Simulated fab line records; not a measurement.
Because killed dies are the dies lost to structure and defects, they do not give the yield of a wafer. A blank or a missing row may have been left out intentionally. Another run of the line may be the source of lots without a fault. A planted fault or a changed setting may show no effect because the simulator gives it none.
What tool caused it?	flow n5_finfet	26 wafers from 9 lots sampled at 5 of the route's 1938 steps

## WHAT THE GAUGES SHOWED, per wafer
N5_BEOL_M3_OVL_MEAS_29. Usual: V2_OVL 0.1 nm, standard deviation 0.67.
lot	measured	on	V2_OVL (nm)	flag
L819	day 7 19:14	overlay-02	0.2 -0.2 1.0	
L822	day 8 22:52	overlay-01	0.8 0.2 0.4	
L824	day 9 04:08	overlay-02	0.1 0.8 0.7	
L827	day 9 20:03	overlay-02	0.7 -0.4 -0.2	
L833	day 11 17:28	overlay-02	-1.7 -1.9	
L836	day 12 17:33	overlay-01	0.0 -0.3 -0.3	
L838	day 13 12:01	overlay-02	-0.1 -0.7 0.6	
L839	day 14 00:46	overlay-01	-0.9 -1.3 -1.6	
L840	day 14 06:14	overlay-01	-0.4 -0.3 0.5	

N5_BEOL_M4_RC_MEAS_101. Usual: DIBL_N 35.1 mV/V, standard deviation 1.6; DIBL_P 34.9 mV/V, standard deviation 1.8; IOFF_N 0.143 nA/um, standard deviation 0.026; IOFF_P 0.21 nA/um, standard deviation 0.037; ION_N 671 uA/um, standard deviation 11; ION_P 463 uA/um, standard deviation 7.8; SS_N 71.2 mV/dec, standard deviation 0.58; SS_P 73.0 mV/dec, standard deviation 0.54; VT_N 251 mV, standard deviation 3; VT_P -250 mV, standard deviation 4.1.
lot	measured	on	DIBL_N (mV/V)	DIBL_P (mV/V)	IOFF_N (nA/um)	IOFF_P (nA/um)	ION_N (uA/um)	ION_P (uA/um)	SS_N (mV/dec)	SS_P (mV/dec)	VT_N (mV)	VT_P (mV)	flag
L819	day 8 23:17	prober-02	32.9 34.7 35.1	32.2 34.7 35.1	0.110 0.137 0.147	0.18 0.21 0.22	663 678 680	462 472 464	69.8 70.9 71.3	72.5 72.8 72.7	255 250 252	-249 -248 -249	
L822	day 9 19:20	prober-02	33.6 31.6 31.3	34.0 31.3 31.5	0.139 0.109 0.106	0.22 0.18 0.18	672 659 655	467 467 457	71.6 70.8 70.6	73.1 71.9 71.9	250 252 253	-246 -249 -247	
L824	day 10 21:08	prober-01	35.0 34.8 35.4	34.1 33.8 34.2	0.118 0.119 0.134	0.16 0.15 0.16	657 654 675	451 450 453	71.6 71.5 71.7	72.6 72.9 72.6	257 255 253	-256 -261 -255	
L827	day 11 06:17	prober-01	32.3 35.7 34.8	30.9 36.4 34.2	0.105 0.159 0.141	0.15 0.22 0.19	663 677 673	458 466 463	70.3 71.0 70.4	72.7 73.3 73.2	255 248 251	-251 -246 -248	
L833	day 13 23:33	prober-02	34.6 35.2	33.5 34.0	0.104 0.122	0.17 0.18	647 660	447 455	71.2 70.7	73.7 73.1	256 254	-256 -253	
L836	day 14 05:44	prober-01	33.6 36.4 33.3	33.2 36.0 32.2	0.113 0.156 0.106	0.18 0.22 0.16	655 676 656	462 475 455	70.6 71.6 70.8	72.5 73.7 71.9	253 252 255	-249 -248 -252	
L838	day 14 19:01	prober-02	38.4 33.5 35.1	38.9 34.8 36.8	0.223 0.133 0.157	0.25 0.19 0.21	674 675 681	451 461 466	72.7 70.7 70.6	74.1 72.9 73.5	250 252 248	-248 -248 -252	
L839	day 15 03:55	prober-01	37.5 35.5 36.4	36.4 34.0 35.6	0.162 0.135 0.157	0.26 0.23 0.25	673 673 677	469 466 476	71.4 71.0 71.7	73.5 73.5 74.0	252 251 250	-244 -247 -243	
L840	day 15 04:52	prober-01	35.0 34.8 35.2	35.3 36.6 35.1	0.138 0.135 0.132	0.21 0.23 0.21	667 661 677	463 462 474	71.1 71.2 71.0	73.1 73.1 73.1	249 249 249	-248 -247 -248	

## EACH LOT AND THE TOOL THAT RAN IT (in order: tool; ch and the chambers of the sampled wafers; start)
lot	N5_BEOL_M3_ETCH_74	N5_BEOL_M3_ALD_98	N5_BEOL_M3_ETCHBACK_99
L819	rie_diel-02 ch 2,3, day 7 18:16	ald_sin-03 ch 2,3, day 7 19:50	rie_diel-01 ch 1,2,3, day 8 02:55
L822	rie_diel-03 ch 2,3, day 8 21:58	ald_sin-01 ch 0,2,3, day 8 23:46	rie_diel-02 ch 1,2,3, day 9 01:38
L824	rie_diel-03 ch 1,3, day 9 03:22	ald_sin-01 ch 0,1,2, day 9 04:23	rie_diel-01 ch 0,3, day 9 07:02
L827	rie_diel-02 ch 0,1,2, day 9 19:11	ald_sin-02 ch 1,3, day 9 20:17	rie_diel-02 ch 0,3, day 9 21:46
L833	rie_diel-03 ch 1,2, day 11 16:36	ald_sin-01 ch 2,3, day 11 18:05	rie_diel-02 ch 1,2, day 12 16:07
L836	rie_diel-01 ch 0,1,3, day 12 16:37	ald_sin-01 ch 1,2, day 12 18:13	rie_diel-01 ch 1,2,3, day 12 20:50
L838	rie_diel-03 ch 0,2,3, day 13 11:09	ald_sin-02 ch 0,1,2, day 13 12:23	rie_diel-03 ch 0,2,3, day 13 13:13
L839	rie_diel-01 ch 0,1, day 13 23:52	ald_sin-03 ch 1,2, day 14 01:17	rie_diel-01 ch 0,1,2, day 14 01:44
L840	rie_diel-02 ch 1,2, day 14 05:16	ald_sin-03 ch 0,2,3, day 14 06:31	rie_diel-02 ch 0,1,2, day 14 10:23
- N5_BEOL_M3_ETCH_74: etches underlayer in N2/H2, target depth 6.5 nm, time 5.2 s.
- N5_BEOL_M3_ALD_98: deposits SiO2, target thk 2.5 nm, pulse time 1 s, co reactant pulse time 1 s.
- N5_BEOL_M3_ETCHBACK_99: etches SiO2 in CHF3, target depth 5 nm, time 10.4 s.

## AS READ BY THE TOOLS THEMSELVES (means over the sampled wafers that have a number; for cases with no such wafer, the mark the record gives instead)
N5_BEOL_M3_ETCH_74. Usual: bias_w is 149.9 W with standard deviation 0.43, drypump_motor_current_A is 5.7 A with standard deviation 0.35, etch_rf_on_time_s is 5.18 s with standard deviation 0.11, oes_product_au is 0.65 a.u. with standard deviation 0.066, rf_vpp_V is 524.3 V with standard deviation 2.6, showerhead_plenum_p_Torr is 2.56 Torr with standard deviation 0.08, and throttle_valve_pct is 18.11 % with standard deviation 0.16.
lot	tool	bias_w (W)	drypump_motor_current_A (A)	etch_rf_on_time_s (s)	oes_product_au (a.u.)	rf_vpp_V (V)	showerhead_plenum_p_Torr (Torr)	throttle_valve_pct (%)	flag
L819	rie_diel-02	150.3	5.2	5.07	0.76	526.8	2.64	17.94	
L822	rie_diel-03	149.8	5.4	5.24	0.63	523.6	2.52	18.10	
L824	rie_diel-03	149.7	5.8	5.16	0.75	529.2	2.64	18.05	
L827	rie_diel-02	150.2	5.7	5.21	0.65	523.7	2.55	17.95	
L833	rie_diel-03	150.4	5.7	5.11	0.71	525.2	2.62	18.01	
L836	rie_diel-01	149.9	6.1	5.22	0.60	520.9	2.49	18.20	
L838	rie_diel-03	149.8	5.4	5.29	0.61	522.9	2.52	18.19	
L839	rie_diel-01	149.8	6.0	5.23	0.60	522.9	2.52	18.27	
L840	rie_diel-02	149.8	5.6	5.35	0.58	524.1	2.59	18.21	

N5_BEOL_M3_ALD_98. Usual: chamber_pressure_Torr 2.000 Torr, standard deviation 0.0043; heater_power_w 78 W, standard deviation 8.8; precursor_pulse_height_rel 0.998, standard deviation 0.02.
lot	tool	chamber_pressure_Torr (Torr)	heater_power_w (W)	precursor_pulse_height_rel	flag
L819	ald_sin-03	1.998	74	1.006	
L822	ald_sin-01	2.001	84	1.007	
L824	ald_sin-01	2.008	83	0.987	
L827	ald_sin-02	1.993	72	1.004	
L833	ald_sin-01	1.998	86	1.016	
L836	ald_sin-01	1.998	84	1.002	
L838	ald_sin-02	2.002	67	1.005	
L839	ald_sin-03	2.005	87	0.981	
L840	ald_sin-03	1.998	74	1.001	

N5_BEOL_M3_ETCHBACK_99. Usual: bias_w 46.98 W, standard deviation 0.14; drypump_motor_current_A 5.7 A, standard deviation 0.35; oes_product_au 0.75 a.u., standard deviation 0.073; rf_vpp_V 241 V, standard deviation 4; showerhead_plenum_p_Torr 2.16 Torr, standard deviation 0.071; throttle_valve_pct 17.29 %, standard deviation 0.2.
lot	tool	bias_w (W)	drypump_motor_current_A (A)	oes_product_au (a.u.)	rf_vpp_V (V)	showerhead_plenum_p_Torr (Torr)	throttle_valve_pct (%)	flag
L819	rie_diel-01	46.94	6.0	0.74	242	2.14	17.28	
L822	rie_diel-02	46.89	5.4	0.80	242	2.23	17.31	
L824	rie_diel-01	47.04	6.2	0.72	242	2.08	17.20	
L827	rie_diel-02	46.92	5.5	0.87	244	2.17	16.88	
L833	rie_diel-02	46.89	5.7	0.69	239	2.17	17.41	
L836	rie_diel-01	47.00	6.0	0.72	241	2.12	17.33	
L838	rie_diel-03	46.90	5.4	0.71	240	2.13	17.39	
L839	rie_diel-01	46.86	5.8	0.70	241	2.16	17.43	
L840	rie_diel-02	47.10	5.7	0.74	240	2.15	17.21	

## THE ANSWER, worked out from the rows above alone
Rule: a lot counts as off when the mean over its wafers that have a number is more than 3 standard deviations away from the usual mean. Also off: a lot with no number at a reading for which 4 or more lots have one. Any other lot the step has rows for is counted as sound. After the gauges, taken in route order, come the tools' own readings; for these a lot's mean is taken, as printed above. The first step at which some lot is off is used, and at that step the reading that is off furthest; a lot without a number counts as furthest.
Nothing can be told from this: no lot is off at any reading shown.

## WHAT THE SIMULATOR PUT IN
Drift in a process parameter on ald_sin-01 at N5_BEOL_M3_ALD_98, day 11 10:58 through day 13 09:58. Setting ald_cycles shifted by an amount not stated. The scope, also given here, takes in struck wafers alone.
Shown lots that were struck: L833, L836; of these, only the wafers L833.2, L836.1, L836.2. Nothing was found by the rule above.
